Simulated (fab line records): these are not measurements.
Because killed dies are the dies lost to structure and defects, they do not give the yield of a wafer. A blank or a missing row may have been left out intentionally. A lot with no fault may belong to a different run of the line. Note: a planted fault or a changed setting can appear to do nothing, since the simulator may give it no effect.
fab line records + flow n5_finfet + part 2 of 2: steps 22 to 28 of 28
record
- lots=5
- wafers=15
- last_day=18
route steps=1938 shown BEOL_M7@1281
lots that met no fault: from a run of the same line without faults
start_h: the number of hours between the record's first day and the start of the first shown wafer of the lot + wait_h: hours since the lot's step before + " same as the row above + L1.1+2: a single row standing in for several wafers + - value missing, or start not given + * or withheld: withheld + < > ~ a bound
route shown NAME@n: names a module that has steps shown in the file, with the first one's number in the route + usual: average and standard deviation across the fault-free wafers + same: alike in all rows + chamber/n: place in a boat + sites: each site's reading + _std_site: the standard deviation of these + _edge_site: the outer-site mean with the inner-site mean subtracted + radius_mm: how far each site lies from the wafer's centre + mask NAME#n: copy n + behind: tool/chamber where the wafer was last shaped + hold: the reason the lot was held/the length of the hold in hours/how it ended + device: the n, p or np transistor that did not switch + end of line: the same wafers' tests at the end of the route + a step given without rows: its recipe and nothing more + killed: at the first sort, the dies lost to defects and structure; wafer yield is something else + map: the dies of a wafer, with x for killed, . for not killed, _ for no die there
set.NAME: the setting as run; set.NAME@STEP: as run at that earlier step + model.NAME: the simulator's own value behind a step, which no gauge read
a table for each step, a row for each wafer; lots at some steps of the route
services: when a tool's chamber went out of use (start_h, in hours from the record's first day, below 0 if earlier), for how many hours, and the reason
## steps
# step N5_BEOL_M7_ETCH_66
# recipe
- chemistry=N2/H2
- target=SOC
- target_depth_a=800
- overetch_a=160
- mask_material=SiARC
- temp_c=40
- time_s=120
- ion_energy_ev=200
- pressure_mtorr=30
- source_w=840
- bias_w=150
- n2_flow_sccm=200
- h2_flow_sccm=200
# usual
- drypump_motor_current_A=5.6/0.41
- h2_flow_sccm=200.0/0.61
- oes_product_au=0.59/0.068
- rf_vpp_V=524.3/2
- showerhead_plenum_p_Torr=2.56/0.07
- throttle_valve_pct=17.90/0.3
| lot.wafer | tool        | chamber | start_h | wait_h | drypump_motor_current_A | h2_flow_sccm | oes_product_au | rf_hours_counter_h | rf_vpp_V | showerhead_plenum_p_Torr | throttle_valve_pct |
|-----------|-------------|---------|---------|--------|-------------------------|--------------|----------------|--------------------|----------|--------------------------|--------------------|
| L078.3    | rie_diel-04 | 2       | 219.53  | 0.0    | 5.6                     | 200.4        | 0.62           | 92                 | 527.0    | 2.68                     | 17.70              |
| L078.5    | "           | 2       | "       | "      | 5.6                     | 200.0        | 0.63           | -                  | 527.7    | 2.68                     | 17.70              |
| L078.6    | "           | 1       | "       | "      | 5.8                     | 200.1        | 0.53           | -                  | 523.2    | 2.54                     | 18.47              |
| L086.1    | rie_diel-04 | 2       | 276.27  | 0.0    | 5.6                     | 198.6        | 0.60           | 108                | 526.7    | 2.67                     | 17.73              |
| L086.2    | "           | 0       | "       | "      | 6.0                     | 200.8        | 0.54           | 241                | 526.3    | 2.63                     | 18.25              |
| L086.6    | "           | 0       | "       | "      | 6.0                     | 200.3        | 0.54           | -                  | 525.3    | 2.63                     | 18.23              |
| L092.2    | rie_diel-02 | 0       | 320.29  | 0.0    | 5.6                     | 200.8        | 0.59           | 144                | 520.3    | 2.45                     | 17.98              |
| L092.3    | "           | 2       | "       | "      | 5.4                     | 200.0        | 0.54           | 206                | 526.7    | 2.61                     | 17.61              |
| L092.6    | "           | 0       | "       | "      | 5.5                     | 199.8        | 0.59           | -                  | 521.6    | 2.45                     | 17.96              |
| L093.1    | rie_diel-04 | 2       | 329.48  | 0.0    | 5.6                     | 200.0        | 0.59           | 128                | 526.6    | 2.66                     | 17.77              |
| L093.4    | "           | 0       | "       | "      | 6.0                     | 199.9        | 0.77           | -                  | 525.6    | 2.62                     | 17.88              |
| L093.5    | "           | 3       | "       | "      | 5.2                     | 200.1        | 0.51           | -                  | 524.1    | 2.63                     | 18.13              |
| L094.2    | rie_diel-04 | 0       | 343.63  | 0.0    | 6.0                     | 199.1        | 0.73           | 5                  | 524.7    | 2.62                     | 17.87              |
| L094.3    | "           | 2       | "       | "      | 5.6                     | 200.1        | 0.58           | 134                | 525.9    | 2.66                     | 17.78              |
| L094.6    | "           | 3       | "       | "      | 5.2                     | 200.4        | 0.51           | -                  | 526.0    | 2.62                     | 18.13              |
# step N5_BEOL_M7_STRIP_69
# recipe
- chemistry=N2/H2
- temp_c=40
- n2_flow_sccm=200
- h2_flow_sccm=200
- rf_frequency_hz=6e+07
| lot.wafer  | tool        | chamber | start_h | wait_h |
|------------|-------------|---------|---------|--------|
| L078.3+5+6 | rie_diel-04 | 2,2,1   | 219.62  | 0.0    |
| L086.1+2+6 | rie_diel-04 | 2,0,0   | 276.35  | 0.0    |
| L092.2+3+6 | rie_diel-02 | 0,2,0   | 320.37  | 0.0    |
| L093.1+4+5 | rie_diel-04 | 2,0,3   | 329.56  | 0.0    |
| L094.2+3+6 | rie_diel-04 | 0,2,3   | 343.71  | 0.0    |
# step N5_BEOL_M7_STRIP_73
# recipe
- chemistry=N2/H2
- temp_c=40
- n2_flow_sccm=200
- h2_flow_sccm=200
- rf_frequency_hz=6e+07
| lot.wafer  | tool        | chamber | start_h | wait_h |
|------------|-------------|---------|---------|--------|
| L078.3+5+6 | rie_diel-04 | 2,2,1   | 219.63  | 0.0    |
| L086.1+2+6 | rie_diel-04 | 2,0,0   | 276.36  | 0.0    |
| L092.2+3+6 | rie_diel-02 | 0,2,0   | 320.38  | 0.0    |
| L093.1+4+5 | rie_diel-04 | 2,0,3   | 329.57  | 0.0    |
| L094.2+3+6 | rie_diel-04 | 0,2,3   | 343.72  | 0.0    |
# step N5_BEOL_M7_VIA_ETCH_34
# recipe
- chemistry=C4F6/O2
- target=SiCOH_lowk
- target_depth_a=1255
- mask_material=SOC
- taper_deg=4
- time_s=50.5
- ion_energy_ev=250
- pressure_mtorr=30
- source_w=345
- bias_w=185
- Ar_flow_sccm=300
- C4F6_flow_sccm=10
- O2_flow_sccm=10
# usual
- drypump_motor_current_A=5.6/0.41
- oes_product_au=0.77/0.094
- rf_vpp_V=662/17
- showerhead_plenum_p_Torr=2.88/0.084
- throttle_valve_pct=21.01/0.23
| lot.wafer | tool        | chamber | start_h | wait_h | drypump_motor_current_A | oes_product_au | rf_hours_counter_h | rf_vpp_V | showerhead_plenum_p_Torr | throttle_valve_pct |
|-----------|-------------|---------|---------|--------|-------------------------|----------------|--------------------|----------|--------------------------|--------------------|
| L078.3    | rie_diel-04 | 2       | 219.64  | 0.0    | 5.6                     | 0.82           | 92                 | 666      | 3.03                     | 21.05              |
| L078.5    | "           | 2       | "       | "      | 5.6                     | 0.83           | -                  | 666      | 3.03                     | 21.07              |
| L078.6    | "           | 1       | "       | "      | 5.8                     | 0.68           | -                  | 664      | 2.84                     | 21.44              |
| L086.1    | rie_diel-04 | 2       | 276.37  | 0.0    | 5.6                     | 0.81           | 108                | 667      | 3.02                     | 21.09              |
| L086.2    | "           | 0       | "       | "      | 6.0                     | 0.67           | 241                | 643      | 2.91                     | 21.07              |
| L086.6    | "           | 0       | "       | "      | 6.1                     | 0.67           | -                  | 642      | 2.91                     | 21.08              |
| L092.2    | rie_diel-02 | 0       | 320.39  | 0.0    | 5.5                     | 0.76           | 144                | 697      | 2.73                     | 20.80              |
| L092.3    | "           | 2       | "       | "      | 5.4                     | 0.70           | 206                | 678      | 2.94                     | 20.79              |
| L092.6    | "           | 0       | "       | "      | 5.5                     | 0.76           | -                  | 695      | 2.73                     | 20.78              |
| L093.1    | rie_diel-04 | 2       | 329.58  | 0.0    | 5.6                     | 0.79           | 128                | 665      | 3.01                     | 21.12              |
| L093.4    | "           | 0       | "       | "      | 6.0                     | 0.97           | -                  | 643      | 2.90                     | 20.75              |
| L093.5    | "           | 3       | "       | "      | 5.2                     | 0.68           | -                  | 656      | 2.96                     | 21.26              |
| L094.2    | rie_diel-04 | 0       | 343.73  | 0.0    | 6.0                     | 0.93           | 5                  | 642      | 2.90                     | 20.76              |
| L094.3    | "           | 2       | "       | "      | 5.6                     | 0.78           | 134                | 666      | 3.01                     | 21.13              |
| L094.6    | "           | 3       | "       | "      | 5.2                     | 0.66           | -                  | 658      | 2.95                     | 21.27              |
# step N5_BEOL_M7_STRIP_76
# recipe
- chemistry=C4F6/O2
- resist=SiARC
- rf_frequency_hz=6e+07
| lot.wafer  | tool        | chamber | start_h | wait_h |
|------------|-------------|---------|---------|--------|
| L078.3+5+6 | rie_diel-04 | 2,2,1   | 219.68  | 0.0    |
| L086.1+2+6 | rie_diel-04 | 2,0,0   | 276.41  | 0.0    |
| L092.2+3+6 | rie_diel-02 | 0,2,0   | 320.43  | 0.0    |
| L093.1+4+5 | rie_diel-04 | 2,0,3   | 329.62  | 0.0    |
| L094.2+3+6 | rie_diel-04 | 0,2,3   | 343.77  | 0.0    |
# step N5_BEOL_M7_STRIP_36
# recipe
- chemistry=N2/H2
- power_w=450
- temp_c=40
- pressure_mtorr=20
- rf_frequency_hz=6e+07
- overash_fraction=0.3
- bias_power_w=7
- h2_frac=0.5
- n2_flow_sccm=200
- h2_flow_sccm=200
# usual
- bias_power_w=7.001/0.023
- drypump_motor_current_A=5.6/0.42
- h2_flow_sccm=200.0/0.58
- oes_product_au=0.77/0.096
- rf_vpp_V=59.1/1.5
- showerhead_plenum_p_Torr=2.56/0.07
- throttle_valve_pct=23.8/0.43
| lot.wafer | tool        | chamber | start_h | wait_h | bias_power_w | drypump_motor_current_A | h2_flow_sccm | oes_product_au | rf_hours_counter_h | rf_vpp_V | showerhead_plenum_p_Torr | throttle_valve_pct |
|-----------|-------------|---------|---------|--------|--------------|-------------------------|--------------|----------------|--------------------|----------|--------------------------|--------------------|
| L078.3    | rie_diel-04 | 2       | 219.69  | 0.0    | 6.962        | 5.6                     | 200.5        | 0.81           | 92                 | 57.6     | 2.67                     | 23.5               |
| L078.5    | "           | 2       | "       | "      | 7.003        | 5.6                     | 199.8        | 0.82           | -                  | 58.5     | 2.67                     | 23.5               |
| L078.6    | "           | 1       | "       | "      | 7.021        | 5.8                     | 199.1        | 0.67           | -                  | 57.0     | 2.54                     | 24.6               |
| L086.1    | rie_diel-04 | 2       | 276.42  | 0.0    | 6.987        | 5.6                     | 200.4        | 0.80           | 108                | 57.6     | 2.67                     | 23.5               |
| L086.2    | "           | 0       | "       | "      | 7.023        | 6.1                     | 200.3        | 0.69           | 241                | 61.5     | 2.62                     | 24.1               |
| L086.6    | "           | 0       | "       | "      | 7.033        | 6.0                     | 201.0        | 0.68           | -                  | 57.5     | 2.62                     | 24.1               |
| L092.2    | rie_diel-02 | 0       | 320.44  | 0.0    | 6.990        | 5.6                     | 200.5        | 0.75           | 144                | 58.1     | 2.44                     | 24.2               |
| L092.3    | "           | 2       | "       | "      | 7.008        | 5.4                     | 198.7        | 0.69           | 206                | 58.7     | 2.61                     | 23.3               |
| L092.6    | "           | 0       | "       | "      | 6.990        | 5.5                     | 200.2        | 0.76           | -                  | 59.6     | 2.44                     | 24.2               |
| L093.1    | rie_diel-04 | 2       | 329.63  | 0.0    | 7.010        | 5.6                     | 199.6        | 0.78           | 128                | 55.5     | 2.66                     | 23.6               |
| L093.4    | "           | 0       | "       | "      | 7.002        | 6.0                     | 199.1        | 1.03           | -                  | 59.7     | 2.62                     | 23.9               |
| L093.5    | "           | 3       | "       | "      | 6.998        | 5.2                     | 199.9        | 0.67           | -                  | 59.8     | 2.62                     | 24.1               |
| L094.2    | rie_diel-04 | 0       | 343.78  | 0.0    | 6.967        | 6.0                     | 200.1        | 0.96           | 6                  | 59.9     | 2.62                     | 23.9               |
| L094.3    | "           | 2       | "       | "      | 7.035        | 5.6                     | 199.2        | 0.76           | 134                | 59.2     | 2.65                     | 23.5               |
| L094.6    | "           | 3       | "       | "      | 6.985        | 5.2                     | 199.5        | 0.66           | -                  | 59.1     | 2.62                     | 24.1               |
# step N5_BEOL_M7_TRENCH_ETCH_37
# recipe
- chemistry=C4F6/O2
- target_depth_a=934.78
- target=SiCOH_lowk
- time_s=31.2
- ion_energy_ev=250
- pressure_mtorr=30
- source_w=345
- bias_w=185
- Ar_flow_sccm=300
- C4F6_flow_sccm=10
- O2_flow_sccm=10
# usual
- drypump_motor_current_A=5.6/0.41
- oes_product_au=0.77/0.094
- rf_vpp_V=663/17
- showerhead_plenum_p_Torr=2.88/0.084
- throttle_valve_pct=21.05/0.23
| lot.wafer | tool        | chamber | start_h | wait_h | drypump_motor_current_A | oes_product_au | rf_hours_counter_h | rf_vpp_V | showerhead_plenum_p_Torr | throttle_valve_pct |
|-----------|-------------|---------|---------|--------|-------------------------|----------------|--------------------|----------|--------------------------|--------------------|
| L078.3    | rie_diel-04 | 2       | -       | -      | 5.6                     | 0.83           | 92                 | 665      | 3.03                     | 21.10              |
| L078.5    | "           | 2       | "       | "      | 5.6                     | 0.82           | -                  | 664      | 3.03                     | 21.10              |
| L078.6    | "           | 1       | "       | "      | 5.8                     | 0.68           | -                  | 665      | 2.84                     | 21.47              |
| L086.1    | rie_diel-04 | 2       | -       | -      | 5.6                     | 0.82           | 108                | 665      | 3.02                     | 21.14              |
| L086.2    | "           | 0       | "       | "      | 6.0                     | 0.68           | 241                | 643      | 2.91                     | 21.09              |
| L086.6    | "           | 0       | "       | "      | 6.0                     | 0.67           | -                  | 642      | 2.91                     | 21.10              |
| L092.2    | rie_diel-02 | 0       | -       | -      | 5.5                     | 0.76           | 144                | 697      | 2.73                     | 20.84              |
| L092.3    | "           | 2       | "       | "      | 5.4                     | 0.70           | 206                | 680      | 2.94                     | 20.80              |
| L092.6    | "           | 0       | "       | "      | 5.6                     | 0.76           | -                  | 697      | 2.73                     | 20.83              |
| L093.1    | rie_diel-04 | 2       | -       | -      | 5.6                     | 0.78           | 128                | 667      | 3.01                     | 21.14              |
| L093.4    | "           | 0       | "       | "      | 6.0                     | 0.98           | -                  | 643      | 2.90                     | 20.80              |
| L093.5    | "           | 3       | "       | "      | 5.2                     | 0.67           | -                  | 657      | 2.96                     | 21.29              |
| L094.2    | rie_diel-04 | 0       | -       | -      | 6.0                     | 0.93           | 6                  | 641      | 2.90                     | 20.80              |
| L094.3    | "           | 2       | "       | "      | 5.6                     | 0.77           | 134                | 666      | 3.01                     | 21.16              |
| L094.6    | "           | 3       | "       | "      | 5.2                     | 0.66           | -                  | 657      | 2.95                     | 21.28              |
## services
| tool           | chamber | start_h | hours | kind                          |
|----------------|---------|---------|-------|-------------------------------|
| rie_diel-04    | 3       | 200.03  | 2.9   | repair                        |
| euv_scanner-01 | -       | 212.18  | 1.0   | pm                            |
| rie_diel-03    | 2       | 218.45  | 2.0   | repair                        |
| euv_scanner-02 | -       | 234.07  | 0.2   | repair                        |
| rie_metal-03   | 1       | 237.99  | 2.5   | repair                        |
| euv_scanner-02 | -       | 247.28  | 1.0   | pm                            |
| euv_scanner-01 | -       | 248.29  | 4.6   | pm                            |
| rie_metal-03   | 0       | 259.33  | 20.7  | repair                        |
| euv_scanner-02 | -       | 268.74  | 0.3   | repair                        |
| rie_metal-02   | -       | 288.37  | 2.8   | pm                            |
| rie_metal-02   | 1       | 292.25  | 2.5   | repair                        |
| euv_scanner-02 | -       | 298.87  | 4.6   | pm                            |
| rie_diel-04    | 0       | 303.96  | -     | clean                         |
| rie_diel-04    | 0       | 303.96  | -     | consumable_replace:focus_ring |
| rie_diel-04    | 0       | 303.96  | 25.1  | scheduled_down                |
| rie_diel-04    | 0       | 303.96  | 25.1  | vent_cycle                    |
| euv_scanner-01 | -       | 324.44  | 1.0   | pm                            |
| rie_diel-02    | 1       | 325.70  | 5.8   | repair                        |
| rie_diel-04    | 1       | 329.40  | -     | clean                         |
| rie_diel-04    | 1       | 329.40  | -     | consumable_replace:focus_ring |
| rie_diel-04    | 1       | 329.40  | 24.2  | scheduled_down                |
| rie_diel-02    | -       | 336.72  | 1.5   | repair                        |
| rie_diel-02    | 0       | 338.68  | 16.4  | repair                        |
| rie_metal-03   | 0       | 340.53  | 12.6  | repair                        |
